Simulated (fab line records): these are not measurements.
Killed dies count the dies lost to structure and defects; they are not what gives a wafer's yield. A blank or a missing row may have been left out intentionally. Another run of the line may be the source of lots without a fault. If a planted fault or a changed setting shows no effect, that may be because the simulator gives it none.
Chamber matching -- flow n5Finfet -- N5_BEOL_M5_PRE_CLEAN_77 on cvdCo-01: 3 sister chambers
The step time 15 s. 22 wafers are shown with their chamber, then 11 later ones without.

WAFERS, EACH WITH ITS CHAMBER
wafer,chamber,heaterPowerW (W)
L077.3,2,143
L077.4,0,94
L077.5,2,147
L083.2,0,92
L083.3,0,92
L083.6,0,93
L084.3,0,91
L084.5,0,91
L084.6,2,144
L085.1,0,94
L085.2,2,143
L085.6,2,145
L086.3,1,63
L086.4,1,63
L086.5,0,94
L087.3,1,62
L087.4,0,93
L087.5,1,62
L089.2,2,145
L089.5,2,149
L089.6,1,64
L091.1,1,63

SIGNATURES (means of the wafers above)
reading,chamber 0,chamber 1,chamber 2,scatter within a chamber
heaterPowerW,92.67,62.83,145.14,1.52
Rule: distance of a wafer from a chamber = root of the sum over the readings of ((wafer's reading minus chamber's mean) / reading's scatter) squared. The wafer belongs to the nearest chamber; if the next one is less than 2 further off, it can't be placed. The scatter is the square root of a quotient: the sum, over the shown wafers, of each reading's squared deviation from its chamber's mean, divided by wafers minus chambers.

WAFERS WITH NO CHAMBER GIVEN
wafer,heaterPowerW (W)
L091.3,93
L091.6,93
L092.1,95
L092.2,141
L092.5,92
L095.4,148
L095.5,92
L095.6,61
L096.1,91
L096.3,64
L096.5,63

EACH ONE'S CHAMBER
wafer,from the rows above,in truth
L091.3,0,0
L091.6,0,0
L092.1,0,0
L092.2,2,2
L092.5,0,0
L095.4,2,2
L095.5,0,0
L095.6,1,1
L096.1,0,0
L096.3,1,1
L096.5,1,1
Correctly placed: 11 of 11. Not placeable from these rows: 0. 0 placed wrongly.
